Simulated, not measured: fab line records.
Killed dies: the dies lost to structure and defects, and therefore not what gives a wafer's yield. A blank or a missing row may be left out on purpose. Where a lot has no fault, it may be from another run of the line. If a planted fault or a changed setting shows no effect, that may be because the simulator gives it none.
Chamber matching ; flow n5 finfet ; N5_FIN_CUT_CUT_ETCH_28 on rie si-06: 4 sister chambers
The step etches Si in HBr/Cl2/O2, target depth 6 nm, time 2.4 s. 24 wafers are shown with their chamber, then 11 later ones without.

WAFERS, EACH WITH ITS CHAMBER
wafer;chamber;throttle valve pct (%);oes_o_777_au (a.u.);drypump motor current A (A)
L077.2;1;37.33;1.01;5.7
L077.5;0;36.96;0.95;5.8
L077.6;3;37.51;0.98;5.9
L082.2;1;37.33;1.01;5.7
L082.3;3;37.52;0.98;6.0
L082.5;2;36.66;1.05;5.0
L084.2;1;37.33;1.01;5.6
L084.4;2;36.66;1.05;5.0
L084.5;3;37.54;0.98;6.0
L085.2;1;37.32;1.01;5.7
L085.3;2;36.65;1.05;5.0
L085.4;3;37.52;0.98;6.0
L086.2;2;36.65;1.05;5.0
L086.3;0;36.94;0.96;5.8
L086.4;1;37.33;1.01;5.7
L087.1;0;36.93;0.95;5.9
L087.6;1;37.32;1.01;5.7
L088.1;2;36.67;1.05;5.0
L088.2;0;36.94;0.96;5.8
L088.4;1;37.33;1.01;5.7
L090.2;3;37.53;0.98;6.0
L090.3;0;36.96;0.96;5.8
L090.6;0;36.94;0.96;5.8
L091.1;2;36.68;1.06;5.0

SIGNATURES (averages over the wafers above)
reading;chamber 0;chamber 1;chamber 2;chamber 3;scatter within a chamber
throttle valve pct;36.9450;37.3271;36.6617;37.5240;0.0102
oes_o_777_au;0.9567;1.0100;1.0517;0.9800;0.00329
drypump motor current A;5.817;5.686;5.000;5.980;0.0353
Rule: for each reading, subtract the chamber's mean from the wafer's reading, divide by that reading's scatter and square the result; add these up over the readings and take the root, which gives the wafer's distance from the chamber. If the next closest chamber is less than 2 further off than the closest, the wafer can't be placed; otherwise it belongs to the closest. The scatter is the square root of a quotient: the sum, over the shown wafers, of each reading's squared deviation from its chamber's mean, divided by wafers minus chambers.

WAFERS MISSING THEIR CHAMBER
wafer;throttle valve pct (%);oes_o_777_au (a.u.);drypump motor current A (A)
L091.3;36.94;0.95;5.8
L091.6;37.33;1.01;5.7
L095.4;37.53;0.98;6.0
L095.5;37.53;0.98;6.0
L095.6;36.95;0.95;5.8
L096.2;37.34;1.01;5.7
L096.3;36.95;0.96;5.9
L096.6;36.68;1.05;5.0
L097.1;36.66;1.04;5.0
L097.2;36.95;0.96;5.8
L097.5;37.53;0.97;6.0

EACH ONE'S CHAMBER
wafer;from the rows above;in truth
L091.3;0;0
L091.6;1;1
L095.4;3;3
L095.5;3;3
L095.6;0;0
L096.2;1;1
L096.3;0;0
L096.6;2;2
L097.1;2;2
L097.2;0;0
L097.5;3;3
Placed correctly: 11 of 11. Left unplaced by these rows: 0. Wrongly placed: 0.
